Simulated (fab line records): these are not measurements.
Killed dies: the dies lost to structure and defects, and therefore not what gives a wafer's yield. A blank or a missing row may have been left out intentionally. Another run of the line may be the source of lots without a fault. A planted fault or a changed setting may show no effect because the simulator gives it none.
What tool caused it? + flow nand-harc + 39 wafers from 13 lots sampled at 5 of the route's 1302 steps

== WHAT EACH GAUGE READ, for each wafer ==
NHARC_END_SORT_01.
| lot  | measured     | on        | killed-at-array | killed-at-other | killed-at-periphery | killed-dies | killed-open | killed-short |
|------|--------------|-----------|-----------------|-----------------|---------------------|-------------|-------------|--------------|
| L493 | day 24 21:49 | prober-02 | 68 52 85        | 0 1 0           | 3 2 1               | 71 55 86    | 4 2 5       | 2 1 2        |
| L503 | day 30 18:10 | prober-01 | 49 49 62        | 0 1 0           | 628 627 615         | 677 677 677 | 5 1 3       | 2 3 6        |
| L504 | day 31 00:28 | prober-01 | 37 39 47        | 1 0 0           | 639 638 630         | 677 677 677 | 7 0 2       | 2 2 2        |
| L505 | day 31 08:12 | prober-02 | 48 43 46        | 0 1 0           | 6 2 3               | 54 46 49    | 4 3 3       | 2 1 1        |
| L509 | day 31 23:48 | prober-02 | 80 70 68        | 0 1 1           | 6 7 9               | 86 78 78    | 6 1 2       | 4 4 1        |

== WHAT TOOL EACH LOT RAN ON (gives the tool, then ch and the chambers of the sampled wafers, and finally the start) ==
| lot  | NHARC_P_GATE_EXPOSE_08            | NHARC_THIN_TSV_DEP_47           | NHARC_THIN_TSV_STRIP_62              | NHARC_THIN_TSV_STRIP_56              |
|------|-----------------------------------|---------------------------------|--------------------------------------|--------------------------------------|
| L492 | krf-scanner-02 ch 0, day 4 06:56  | pecvd-02 ch 0,1, day 24 12:19   | plasma-asher-01 ch 0,1, day 24 13:03 | plasma-asher-01 ch 0, day 24 17:41   |
| L493 | krf-scanner-02 ch 0, day 4 20:47  | pecvd-04 ch 1,2, day 24 06:07   | plasma-asher-01 ch 0,1, day 24 06:50 | plasma-asher-01 ch 0,1, day 24 10:49 |
| L494 | krf-scanner-01 ch 0, day 5 01:28  | pecvd-04 ch 0,2, day 24 18:46   | plasma-asher-01 ch 0,1, day 24 19:41 | plasma-asher-01 ch 0, day 24 23:40   |
| L495 | krf-scanner-02 ch 0, day 5 12:20  | pecvd-02 ch 0,1,2, day 25 12:56 | plasma-asher-01 ch 0,1, day 25 13:46 | plasma-asher-01 ch 0,1, day 25 17:38 |
| L503 | krf-scanner-02 ch 0, day 8 19:49  | pecvd-02 ch 1,2, day 30 02:14   | plasma-asher-02 ch 0,1, day 30 03:40 | plasma-asher-02 ch 0,1, day 30 08:08 |
| L504 | krf-scanner-02 ch 0, day 9 05:29  | pecvd-04 ch 0,1, day 30 06:36   | plasma-asher-02 ch 0,1, day 30 07:56 | plasma-asher-01 ch 0,1, day 30 12:00 |
| L505 | krf-scanner-04 ch 0, day 10 07:01 | pecvd-04 ch 0,1,2, day 30 15:04 | plasma-asher-01 ch 0,1, day 30 15:49 | plasma-asher-01 ch 0,1, day 30 19:46 |
| L506 | krf-scanner-01 ch 0, day 10 07:11 | pecvd-03 ch 0,1,2, day 30 15:12 | plasma-asher-02 ch 0,1, day 30 15:58 | plasma-asher-02 ch 0,1, day 30 20:03 |
| L508 | krf-scanner-04 ch 0, day 10 22:51 | pecvd-03 ch 0,1,2, day 30 19:56 | plasma-asher-02 ch 0,1, day 30 20:43 | plasma-asher-01 ch 0,1, day 31 00:49 |
| L509 | krf-scanner-04 ch 0, day 11 07:58 | pecvd-03 ch 1,2, day 31 01:16   | plasma-asher-02 ch 0,1, day 31 02:11 | plasma-asher-01 ch 0,1, day 31 06:20 |
| L510 | krf-scanner-01 ch 0, day 11 23:27 | pecvd-04 ch 0,1,2, day 31 18:34 | plasma-asher-01 ch 0,1, day 31 19:20 | plasma-asher-02 ch 0,1, day 31 23:15 |
| L514 | krf-scanner-01 ch 0, day 13 11:29 | pecvd-04 ch 0,2, day 33 10:49   | plasma-asher-02 ch 0,1, day 33 11:36 | plasma-asher-01 ch 0,1, day 33 15:37 |
| L515 | krf-scanner-01 ch 0, day 13 19:10 | pecvd-02 ch 1,2, day 35 05:13   | plasma-asher-01 ch 0,1, day 35 05:59 | plasma-asher-02 ch 1, day 35 10:08   |
- NHARC_P_GATE_EXPOSE_08: exposes mask P HV.
- NHARC_THIN_TSV_DEP_47: deposits SiO2, target thk 200 nm.
- NHARC_THIN_TSV_STRIP_62: strips in N2/H2, time 20 s.
- NHARC_THIN_TSV_STRIP_56: strips in O2.

== WHAT THE TOOLS THEMSELVES READ (means of the sampled wafers that have a number; where no wafer has one, the mark that the record gives instead) ==
NHARC_P_GATE_EXPOSE_08.
| lot  | tool           | stage-vel-mm-s (mm/s) |
|------|----------------|-----------------------|
| L492 | krf-scanner-02 | 500.07                |
| L493 | krf-scanner-02 | 500.14                |
| L494 | krf-scanner-01 | 499.87                |
| L495 | krf-scanner-02 | 500.01                |
| L503 | krf-scanner-02 | 500.21                |
| L504 | krf-scanner-02 | 499.85                |
| L505 | krf-scanner-04 | 499.62                |
| L506 | krf-scanner-01 | 499.58                |
| L508 | krf-scanner-04 | 500.39                |
| L509 | krf-scanner-04 | 499.56                |
| L510 | krf-scanner-01 | 499.88                |
| L514 | krf-scanner-01 | 500.10                |
| L515 | krf-scanner-01 | 500.01                |

NHARC_THIN_TSV_DEP_47.
| lot  | tool     | throttle-valve-pct (%) |
|------|----------|------------------------|
| L492 | pecvd-02 | 16.1                   |
| L493 | pecvd-04 | 16.1                   |
| L494 | pecvd-04 | 16.3                   |
| L495 | pecvd-02 | 15.9                   |
| L503 | pecvd-02 | 15.7                   |
| L504 | pecvd-04 | 16.3                   |
| L505 | pecvd-04 | 16.5                   |
| L506 | pecvd-03 | 16.2                   |
| L508 | pecvd-03 | 16.2                   |
| L509 | pecvd-03 | 15.6                   |
| L510 | pecvd-04 | 16.6                   |
| L514 | pecvd-04 | 16.7                   |
| L515 | pecvd-02 | 15.8                   |

NHARC_THIN_TSV_STRIP_62.
| lot  | tool            | drypump-motor-current-A (A) | heater-power-w (W) |
|------|-----------------|-----------------------------|--------------------|
| L492 | plasma-asher-01 | 6.08                        | 353                |
| L493 | plasma-asher-01 | 6.11                        | 350                |
| L494 | plasma-asher-01 | 6.08                        | 361                |
| L495 | plasma-asher-01 | 6.10                        | 352                |
| L503 | plasma-asher-02 | 5.62                        | 339                |
| L504 | plasma-asher-02 | 5.55                        | 338                |
| L505 | plasma-asher-01 | 5.93                        | 314                |
| L506 | plasma-asher-02 | 5.60                        | 346                |
| L508 | plasma-asher-02 | 5.54                        | 336                |
| L509 | plasma-asher-02 | 5.60                        | 341                |
| L510 | plasma-asher-01 | 6.10                        | 323                |
| L514 | plasma-asher-02 | 5.59                        | 337                |
| L515 | plasma-asher-01 | 6.09                        | 329                |

NHARC_THIN_TSV_STRIP_56.
| lot  | tool            | drypump-motor-current-A (A) | heater-power-w (W) |
|------|-----------------|-----------------------------|--------------------|
| L492 | plasma-asher-01 | 5.80                        | 312                |
| L493 | plasma-asher-01 | 6.11                        | 353                |
| L494 | plasma-asher-01 | 5.79                        | 310                |
| L495 | plasma-asher-01 | 6.10                        | 355                |
| L503 | plasma-asher-02 | 5.61                        | 342                |
| L504 | plasma-asher-01 | 5.94                        | 313                |
| L505 | plasma-asher-01 | 5.96                        | 306                |
| L506 | plasma-asher-02 | 5.61                        | 342                |
| L508 | plasma-asher-01 | 5.94                        | 320                |
| L509 | plasma-asher-01 | 6.09                        | 327                |
| L510 | plasma-asher-02 | 5.59                        | 344                |
| L514 | plasma-asher-01 | 5.96                        | 311                |
| L515 | plasma-asher-02 | 5.50                        | 339                |

== THE ANSWER, worked out from the rows above alone ==
Rule: the usual values come from the lots themselves. The widest of any qualifying gaps counts: lots, ordered by their means at a reading, are off when they make up no more than a third of the lots, leave a main group of 4 or more, and stand apart from it by 3 or more times the standard deviation of that group's means. If all means in a main group match to the digits the tables above print for the reading, that group is not used. A lot without any number at a reading at which 4 lots or more have one is off too. Where the step has rows for the other lots, those lots are counted as sound. First the gauges in route order, then the tools' own readings, where a lot's mean is used as printed above. The first step at which some lot is off is used, and at that step the reading that is off furthest; a lot without a number counts as furthest.
None of the lots is off at any reading shown; this tells nothing.

== WHAT HAD BEEN PUT IN BY THE SIMULATOR ==
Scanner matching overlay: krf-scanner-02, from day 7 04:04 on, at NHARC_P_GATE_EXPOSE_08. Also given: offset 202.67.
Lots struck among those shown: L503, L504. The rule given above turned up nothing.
